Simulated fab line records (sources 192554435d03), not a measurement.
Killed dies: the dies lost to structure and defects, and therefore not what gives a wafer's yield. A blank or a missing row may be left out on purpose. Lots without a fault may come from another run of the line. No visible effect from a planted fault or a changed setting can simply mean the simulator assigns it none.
Chamber matching | flow n5 finfet | rie diel-02 running N5_HKMG_FIN_ETCH_54: 4 sister chambers
The step etches SiARC in CF4, target depth 45.5 nm, time 75.8 s. 4 wafers are shown with their chamber, then 9 later ones without.

## EACH WAFER AND ITS CHAMBER
wafer  | chamber | drypump motor current A (A)
L077.1 | 0       | 6.1
L089.2 | 3       | 5.3
L089.3 | 2       | 5.1
L089.6 | 1       | 5.7

## WAFERS WITHOUT THEIR CHAMBER
wafer  | drypump motor current A (A)
L091.2 | 5.7
L091.3 | 6.2
L091.4 | 5.3
L094.2 | 6.2
L094.3 | 5.8
L094.5 | 5.1
L097.1 | 5.3
L097.4 | 6.2
L097.5 | 5.1

## CHAMBER TAKEN BY EACH
wafer  | from the rows above | in truth
L091.2 | 1                   | 1
L091.3 | 0                   | 0
L091.4 | 3                   | 3
L094.2 | 0                   | 0
L094.3 | 1                   | 1
L094.5 | 2                   | 2
L097.1 | 3                   | 3
L097.4 | 0                   | 0
L097.5 | 2                   | 2
Placed correctly: 9 of 9. Not placeable from these rows: 0. Wrongly placed: 0.
How it was worked out, from the rows above alone: a wafer's distance from a chamber is the root of the sum, over the readings, of the square of ((its reading less the chamber's mean) divided by the reading's scatter). If the next closest chamber is less than 2 further off than the closest, the wafer can't be placed; otherwise it belongs to the closest. The mean given for a chamber averages the wafers shown for that chamber. The scatter (one wafer shown for each chamber): square how far every hidden wafer sits from the nearest shown wafer, average those squares and take the square root.
